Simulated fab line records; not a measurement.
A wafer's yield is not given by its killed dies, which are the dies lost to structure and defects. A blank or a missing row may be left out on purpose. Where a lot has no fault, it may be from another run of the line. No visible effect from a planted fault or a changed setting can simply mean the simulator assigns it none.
A lot that was struck, set against a sound lot | flow nand-harc | 14 out of 1159 route steps
Sound: these wafers, L430.1, L430.2, L430.4. Struck: wafers L425.3, L425.4, L425.5. The cause is named last.
Per side, at each step with rows, come the tool, then ch with its chambers, and then its first start. Under that, the readings that differ: sound wafers | struck wafers | difference of the means | sigmas: that difference in standard deviations of wafers without a fault.
alike: readings whose means differ by less than 2 such deviations, and words and numbers that are the same on both sides. not compared: withheld readings, readings that some wafer has no value for, bounds like >300 that may hide the same value, and numbers for which the record gives no deviation and whose values overlap.
The two part at a step that has a row with sigmas, a row that says differs or no value, or rows on one side only. Numbers that have no deviation but don't overlap get no sigmas and don't part them. A reading missing from all wafers of one side parts the sides only when that side holds two or more wafers.

NHARC_P_ZERO_WELL_INSPECT_43:
  sound: defect-inspect-02 at day 6 01:37; struck: defect-inspect-02 at day 4 19:30
  alike: raw-defect-count
then, 11 steps without rows for these wafers: NHARC_P_STI_ETCH_26 (etches SiO2 in dHF, target depth 11 nm); NHARC_P_STI_PRECLEAN_27 (cleans in SC1); NHARC_P_STI_SRD_28; NHARC_P_STI_OXIDE_29 (material SiO2, target thk 10 nm, ox time 1362 s); NHARC_P_STI_HM_DEP_30 (deposits Si3N4, target thk 80 nm, time 873 s); NHARC_P_STI_DEHYDRATE_01 (time 120 s); NHARC_P_STI_HMDS_02 (time 30 s); NHARC_P_STI_COAT_41 (time 65 s); NHARC_P_STI_COAT_03 (resist thk 600 nm); NHARC_P_STI_SOFTBAKE_04 (time 70 s); NHARC_P_STI_EBR_05.
NHARC_P_STI_EXPOSE_06: exposes mask P STI, target cd 200 nm.
  sound on krf-scanner-04 ch 0, day 6 19:46; struck on krf-scanner-04, day 5 10:47
  no value came back on the struck wafers for exposure-dose-mJ-cm2, focus-offset-nm (nm), na; on the sound wafers exposure-dose-mJ-cm2 reads 37.64 37.62 37.62
  alike: mask
then, 1 step without rows for these wafers: NHARC_P_STI_PEB_07 (peb time 80 s).

WHERE THEY PART
At NHARC_P_STI_EXPOSE_06 and nowhere else, as far as this record goes.

WHY: the cause the simulator had injected
Step skipped in full: krf-scanner-04, at NHARC_P_STI_EXPOSE_06, from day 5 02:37 onward. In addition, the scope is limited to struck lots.
